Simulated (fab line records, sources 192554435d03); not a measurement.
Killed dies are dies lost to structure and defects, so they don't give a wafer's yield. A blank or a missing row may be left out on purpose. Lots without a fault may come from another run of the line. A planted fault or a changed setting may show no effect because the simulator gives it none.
Chamber matching | flow n5_finfet | N5_BEOL_M7_ETCH_62 on rie_diel-04: 4 sister chambers
The step etches SOC in N2/H2, target depth 110 nm, overetch 22 nm, time 165 s. 8 wafers are shown with their chamber, then 9 later ones without.

WAFERS WITH THEIR CHAMBER
wafer  | chamber | showerhead_plenum_p_Torr (Torr) | throttle_valve_pct (%)
L079.4 | 0       | 2.50                            | 18.0
L080.6 | 3       | 2.64                            | 17.9
L081.2 | 2       | 2.63                            | 18.5
L081.4 | 1       | 2.55                            | 17.5
L081.5 | 3       | 2.64                            | 17.9
L092.2 | 2       | 2.63                            | 18.0
L092.5 | 1       | 2.54                            | 17.6
L092.6 | 0       | 2.49                            | 18.0

WAFERS WITHOUT THEIR CHAMBER
wafer  | showerhead_plenum_p_Torr (Torr) | throttle_valve_pct (%)
L095.1 | 2.54                            | 17.6
L095.5 | 2.63                            | 18.0
L095.6 | 2.63                            | 18.0
L097.1 | 2.53                            | 17.6
L097.4 | 2.62                            | 18.0
L097.5 | 2.53                            | 17.6
L096.1 | 2.48                            | 18.0
L096.2 | 2.53                            | 17.6
L096.3 | 2.62                            | 18.0

WHICH CHAMBER EACH WENT THROUGH
wafer  | from the rows above     | in truth
L095.1 | 1                       | 1
L095.5 | can't be placed: 2 or 3 | 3
L095.6 | can't be placed: 2 or 3 | 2
L097.1 | 1                       | 1
L097.4 | can't be placed: 2 or 3 | 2
L097.5 | 1                       | 1
L096.1 | 0                       | 0
L096.2 | 1                       | 1
L096.3 | can't be placed: 2 or 3 | 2
Placed correctly: 5 of 9. Can't be placed from these rows: 4 (the true chamber is among the candidates in 4). Placed wrongly: 0.
How it was worked out, from the rows above alone: a wafer's distance from a chamber is the root of the sum, over the readings, of the square of ((its reading less the chamber's mean) divided by the reading's scatter). The wafer belongs to the nearest chamber; if the next one is less than 2 further off, it can't be placed. A chamber's mean is the mean of its shown wafers. The scatter: the root of (the sum of the squares of (reading less its chamber's mean) over the shown wafers, divided by (wafers less chambers)).
